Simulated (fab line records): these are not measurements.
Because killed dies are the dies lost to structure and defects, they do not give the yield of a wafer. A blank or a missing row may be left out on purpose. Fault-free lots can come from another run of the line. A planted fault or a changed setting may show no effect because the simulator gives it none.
Chamber matching + flow n5Finfet + N5_MOL_CONTACT_COAG_ALD_131 on aldSin-02 has 4 sister chambers
The step deposits SiO2, target thk 5 nm, pulse time 1 s, co reactant pulse time 1 s. 14 wafers are shown with their chamber, then 7 later ones without.

== WAFERS PAIRED WITH THEIR CHAMBERS ==
| wafer  | chamber | heaterPowerOuterW (W) | heaterPowerW (W) | precursorPulseHeightRel |
|--------|---------|-----------------------|------------------|-------------------------|
| L074.2 | 3       | 35                    | 72               | 0.995                   |
| L074.4 | 1       | 43                    | 83               | 1.002                   |
| L074.5 | 1       | 44                    | 85               | 0.998                   |
| L075.1 | 0       | 39                    | 71               | 1.009                   |
| L075.4 | 1       | 43                    | 83               | 1.023                   |
| L075.6 | 1       | 44                    | 83               | 1.004                   |
| L079.1 | 3       | 36                    | 70               | 1.033                   |
| L079.2 | 1       | 43                    | 84               | 0.993                   |
| L079.3 | 2       | 40                    | 77               | 0.973                   |
| L082.1 | 1       | 44                    | 82               | 0.980                   |
| L082.5 | 0       | 39                    | 72               | 0.982                   |
| L082.6 | 1       | 44                    | 84               | 0.991                   |
| L090.2 | 1       | 44                    | 85               | 0.970                   |
| L090.5 | 0       | 39                    | 72               | 1.009                   |

SIGNATURES, as means of the wafers listed above
| reading                 | chamber 0 | chamber 1 | chamber 2 | chamber 3 | scatter within a chamber |
|-------------------------|-----------|-----------|-----------|-----------|--------------------------|
| heaterPowerOuterW       | 39.00     | 43.62     | 40.00     | 35.50     | 0.487                    |
| heaterPowerW            | 71.67     | 83.62     | 77.00     | 71.00     | 1.03                     |
| precursorPulseHeightRel | 1.00000   | 0.99513   | 0.97300   | 1.01400   | 0.0173                   |
Rule: a wafer's distance from a chamber is the root of the sum, over the readings, of the square of ((its reading less the chamber's mean) divided by the reading's scatter). The wafer belongs to the nearest chamber; if the next one is less than 2 further off, it can't be placed. The scatter is the square root of a quotient: the sum, over the shown wafers, of each reading's squared deviation from its chamber's mean, divided by wafers minus chambers.

== WAFERS MISSING THEIR CHAMBER ==
| wafer  | heaterPowerOuterW (W) | heaterPowerW (W) | precursorPulseHeightRel |
|--------|-----------------------|------------------|-------------------------|
| L090.6 | 44                    | 84               | 0.989                   |
| L091.2 | 39                    | 77               | 0.991                   |
| L091.4 | 36                    | 70               | 1.003                   |
| L091.5 | 39                    | 73               | 1.033                   |
| L094.3 | 44                    | 86               | 1.039                   |
| L094.4 | 36                    | 71               | 1.037                   |
| L094.6 | 44                    | 84               | 0.999                   |

== WHICH CHAMBER EACH ONE RAN IN ==
| wafer  | from the rows above | in truth |
|--------|---------------------|----------|
| L090.6 | 1                   | 1        |
| L091.2 | 2                   | 2        |
| L091.4 | 3                   | 3        |
| L091.5 | 0                   | 0        |
| L094.3 | 1                   | 1        |
| L094.4 | 3                   | 3        |
| L094.6 | 1                   | 1        |
Placed correctly: 7 of 7. Can't be placed from these rows: 0. Placed wrongly: 0.
